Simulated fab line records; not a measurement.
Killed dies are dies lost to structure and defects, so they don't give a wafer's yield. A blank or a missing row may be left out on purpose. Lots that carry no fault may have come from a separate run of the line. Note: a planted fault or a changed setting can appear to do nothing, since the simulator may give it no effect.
fab line records | flow nandHarc
[record] lots = 6 wafers = 18 lastDay = 31
route steps=1302 shown A_M0@1164 A_M1@1169
lots with no fault: from the same line, run without faults
startH: start of the lot's first displayed wafer, in hours after the record's first day | waitH: hours since the lot's step before | " same as the row above | L1.1+2: a row that stands for several wafers | - no value, or no start was given | * or withheld: withheld | < > ~ a bound
route shown NAME@n: NAME is a module with steps in the file, n the number in the route of the first one | usual: the fault-free wafers' mean and standard deviation | same: alike in all rows | chamber/n: place in a boat | sites: each site's reading | _std_site: the values' standard deviation | _edge_site: mean of outer sites minus mean of inner sites | radiusMm: for every site, how far away it sits from the centre of the wafer | mask NAME#n: copy n | behind: the last tool/chamber to shape the wafer | hold: why the lot was held/for how many hours/how that ended | device: the transistor (n, p or np) that didn't switch | end of line: the route-end tests of the same wafers | a step given without rows: its recipe and nothing more | killed: not the wafer's yield, but the dies lost to structure and defects at the first sort | map: shows each die of a wafer: x if killed, . if not, _ if none is there
set.NAME: the setting that was run; set.NAME@STEP: the one run at that earlier step | model.NAME: the simulator's own value behind a step, which no gauge read
a table for each step, a row for each wafer; lots at some steps of the route
services: when a tool's chamber went out of use (startH, in hours from the record's first day, below 0 if earlier), for how many hours, and the reason
[[steps]]
[step NHARC_A_M0_SRD_25]
[step NHARC_A_M0_INSPECT_27]
[usual] rawDefectCount = 591/170
// columns lot.wafer tool chamber startH waitH rawDefectCount
L968.1 defectInspect-02 - 537.19 0.0 736
L968.2 " - " " 928
L968.5 " - " " 938
L972.2 defectInspect-01 - 554.81 0.0 645
L972.3 " - " " 579
L972.4 " - " " 854
L970.3 defectInspect-01 - 559.66 0.0 658
L970.5 " - " " 595
L970.6 " - " " 649
L976.3 defectInspect-02 - 606.49 0.0 655
L976.5 " - " " 512
L976.6 " - " " 641
L989.1 defectInspect-02 - 726.96 0.0 769
L989.5 " - " " 588
L989.6 " - " " 622
L988.1 defectInspect-01 - 728.12 0.0 535
L988.4 " - " " 379
L988.5 " - " " 385
[step NHARC_A_M0_PRE_CLEAN_31]
[recipe] timeS = 12 tempC = 370 rfPowerW = 300 gas = NH3
[usual] heaterPowerW = 677/85
// columns lot.wafer tool chamber startH waitH heaterPowerW
L968.1 pecvd-03 0 537.27 0.1 644
L968.2 " 1 " " 578
L968.5 " 0 " " 634
L972.3 pecvd-01 0 554.92 0.1 713
L972.2 " 1 " " 803
L972.4 " 1 " " 777
L970.3 pecvd-04 1 559.78 0.1 601
L970.5 " 0 " " 887
L970.6 " 1 " " 598
L976.3 pecvd-03 2 606.59 0.1 632
L976.5 " 0 " " 718
L976.6 " 2 " " 613
L989.1 pecvd-01 2 727.06 0.1 574
L989.5 " 0 " " 568
L989.6 " 2 " " 569
L988.1 pecvd-04 0 728.20 0.1 853
L988.4 " 2 " " 657
L988.5 " 0 " " 842
[step NHARC_A_M0_DEP_32]
[recipe] targetThkA = 300 tempC = 370 targetThkNm = 30 pressureTorr = 3 flowSccm = 200 rfW = 450 material = SiCN
[usual] heaterPowerW = 627/88
// columns lot.wafer tool chamber startH waitH heaterPowerW
L968.1 pecvd-03 0 537.38 0.1 591
L968.2 " 1 " " 637
L968.5 " 0 " " 588
L972.3 pecvd-01 0 555.00 0.1 698
L972.2 " 1 " " 671
L972.4 " 1 " " 681
L970.3 pecvd-04 1 559.93 0.1 553
L970.5 " 0 " " 769
L970.6 " 1 " " 551
L976.3 pecvd-03 2 606.72 0.1 554
L976.5 " 0 " " 588
L976.6 " 2 " " 569
L989.1 pecvd-01 2 727.20 0.1 486
L989.5 " 0 " " 503
L989.6 " 2 " " 486
L988.1 pecvd-04 0 728.31 0.1 734
L988.4 " 2 " " 576
L988.5 " 0 " " 738
[step NHARC_A_M1_DEP_00]
[recipe] targetThkA = 1825 targetThkNm = 182.5 tempC = withheld pressureTorr = 5 flowSccm = 200 rfW = 600 material = SiOC
[step NHARC_A_M1_DEHYDRATE_01]
[recipe] tempC = 150 timeS = 120
[step NHARC_A_M1_HMDS_02]
[recipe] timeS = 30
[step NHARC_A_M1_COAT_34]
[recipe] tempC = 200 timeS = 65
[step NHARC_A_M1_COAT_03]
[recipe] spinRpm = 1500 resistThkNm = 90
[step NHARC_A_M1_SOFTBAKE_04]
[recipe] tempC = 105 timeS = 55
[step NHARC_A_M1_EBR_05]
[step NHARC_A_M1_EXPOSE_06]
[recipe] na = 1.35 targetCdNm = 120 doseMj = 75.13 maskId = A_M1
[usual] exposureDoseMJCm2 = 75.09/0.083 focusOffsetNm = 0.0/0.46
// columns lot.wafer tool chamber startH waitH mask exposureDoseMJCm2 focusOffsetNm
L968.1 arfiScanner-01 0 538.43 - A_M1#0 75.05 -0.7
L968.2 " 0 " " A_M1#0 75.05 0.3
L968.5 " 0 " " A_M1#0 75.07 0.9
L972.2 arfiScanner-02 0 556.45 - A_M1#0 75.18 0.3
L972.3 " 0 " " A_M1#0 75.25 0.1
L972.4 " 0 " " A_M1#0 75.17 0.8
L970.3 arfiScanner-01 0 560.91 - A_M1#0 75.16 0.4
L970.5 " 0 " " A_M1#0 75.13 -0.4
L970.6 " 0 " " A_M1#0 75.16 0.4
L976.3 arfiScanner-01 0 607.74 - A_M1#0 75.28 -0.2
L976.5 " 0 " " A_M1#0 75.14 -0.7
L976.6 " 0 " " A_M1#0 75.17 -0.8
L989.1 arfiScanner-01 - 728.22 - A_M1#0 - -
L989.5 " - " " A_M1#0 - -
L989.6 " - " " A_M1#0 - -
L988.1 arfiScanner-02 - 729.35 - A_M1#0 - -
L988.4 " - " " A_M1#0 - -
L988.5 " - " " A_M1#0 - -
[step NHARC_A_M1_PEB_07]
[recipe] pebTempC = 100 pebTimeS = 65
[[services]]
// columns tool chamber startH hours kind
arfiScanner-02 - 513.82 1.1 repair
pecvd-03 - 547.40 13.0 pm
pecvd-03 0 547.40 13.0 ventCycle
pecvd-03 1 547.40 13.0 ventCycle
pecvd-03 2 547.40 13.0 ventCycle
pecvd-03 0 560.40 - clean
pecvd-03 1 560.40 - clean
pecvd-03 2 560.40 - clean
arfiScanner-01 - 592.56 0.8 repair
arfiScanner-02 - 604.85 0.4 repair
arfiScanner-01 - 610.48 4.0 pm
arfiScanner-01 - 618.80 1.9 repair
arfiScanner-02 - 629.10 1.0 repair
pecvd-04 - 631.40 13.0 pm
pecvd-04 0 631.40 13.0 ventCycle
pecvd-04 1 631.40 13.0 ventCycle
pecvd-04 2 631.40 13.0 ventCycle
pecvd-04 0 644.40 - clean
pecvd-04 1 644.40 - clean
pecvd-04 2 644.40 - clean
arfiScanner-02 - 656.00 4.0 pm
pecvd-01 - 673.15 13.0 pm
arfiScanner-01 - 709.47 0.7 repair
pecvd-03 - 728.40 13.0 pm
[[key]]
[firstSign] step = NHARC_A_M1_EXPOSE_06 reading = toolRecord direction = missing
effect none on later readings
metAt NHARC_A_M1_EXPOSE_06
struckWafers L988.1,L988.4,L988.5,L989.1,L989.5,L989.6
laterRowsLeftOut L988.1,L988.4,L988.5,L989.1,L989.5,L989.6
sortLeftOut L988.1,L988.4,L988.5,L989.1,L989.5,L989.6
onsetBetween 607.74 728.22
[fault] kind = skippedStepWhole tool = arfiScanner-01,arfiScanner-02 chamber = - onsetH = 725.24 steps = NHARC_A_M1_EXPOSE_06 scope = struckLotsOnly
// sortLeftOut: the simulated sort isn't trusted on such a fault, so these wafers' sort isn't shown, and their yield isn't known
// laterRowsLeftOut: the simulator's readings of these wafers behind a module that went badly wrong aren't trusted and aren't shown, but for the sort
